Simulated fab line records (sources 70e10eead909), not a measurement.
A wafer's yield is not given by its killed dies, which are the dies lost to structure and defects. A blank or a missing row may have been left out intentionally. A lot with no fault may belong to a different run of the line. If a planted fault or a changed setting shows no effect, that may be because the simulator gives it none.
One fault seen from 2 desks | flow nand_harc | numbers are kept per desk, each desk with only its own; the story behind them comes last

== THE METROLOGY DESK ==
Means of the sampled wafers that have a number, per lot and without regard to the tool the lot ran on: this is what the gauges read. Marked OUT: a lot whose mean sits more than 4 standard deviations from the usual mean, which makes it out of limits; the brackets give that distance.
Columns: A = cd_nm at NHARC_A_BONDPAD_CD_MEAS_09, usual 500.7 nm
lot  | first seen here | A
L178 | day 18 04:37    | 500.2
L179 | day 18 06:37    | 500.7
L181 | day 18 15:41    | 504.4
L180 | day 18 21:44    | 502.2
L184 | day 19 19:36    | 499.5
L187 | day 20 03:26    | 501.4
L188 | day 20 18:14    | 499.9
L190 | day 20 19:08    | 501.8
L194 | day 22 09:58    | 499.6
L197 | day 22 10:25    | 499.3
L196 | day 22 11:31    | 502.1
L198 | day 23 05:50    | 500.6
Finding of this desk: none of the 12 lots has anything out of limits.

== FOR THE TOOL OWNER'S DESK: pvd_sputter-01 ==
Per lot that ran on this tool, the mean of the sampled wafers carrying a number, from the tool's own readings at NHARC_A_M1_PRE_CLEAN_30 (time 30 s). Marked OUT: a lot whose mean sits more than 4 standard deviations from the usual mean, which makes it out of limits; the brackets give that distance.
Columns: A = heater_power_w at NHARC_A_M1_PRE_CLEAN_30, usual 396 W
lot  | first seen here | A
L178 | day 18 01:10    | 428
L179 | day 18 03:06    | 401
L180 | day 18 17:57    | 426
L184 | day 19 16:12    | 426
L187 | day 19 23:52    | 378
L190 | day 20 15:41    | 396
L194 | day 22 06:18    | 399
L197 | day 22 06:46    | 391
L196 | day 22 07:31    | 388
Finding of this desk: none of the 9 lots has anything out of limits.

== BROUGHT TOGETHER ==
The metrology desk saw nothing out of limits.
The tool owner's desk saw nothing out of limits.

== WHAT HAD BEEN PUT IN BY THE SIMULATOR ==
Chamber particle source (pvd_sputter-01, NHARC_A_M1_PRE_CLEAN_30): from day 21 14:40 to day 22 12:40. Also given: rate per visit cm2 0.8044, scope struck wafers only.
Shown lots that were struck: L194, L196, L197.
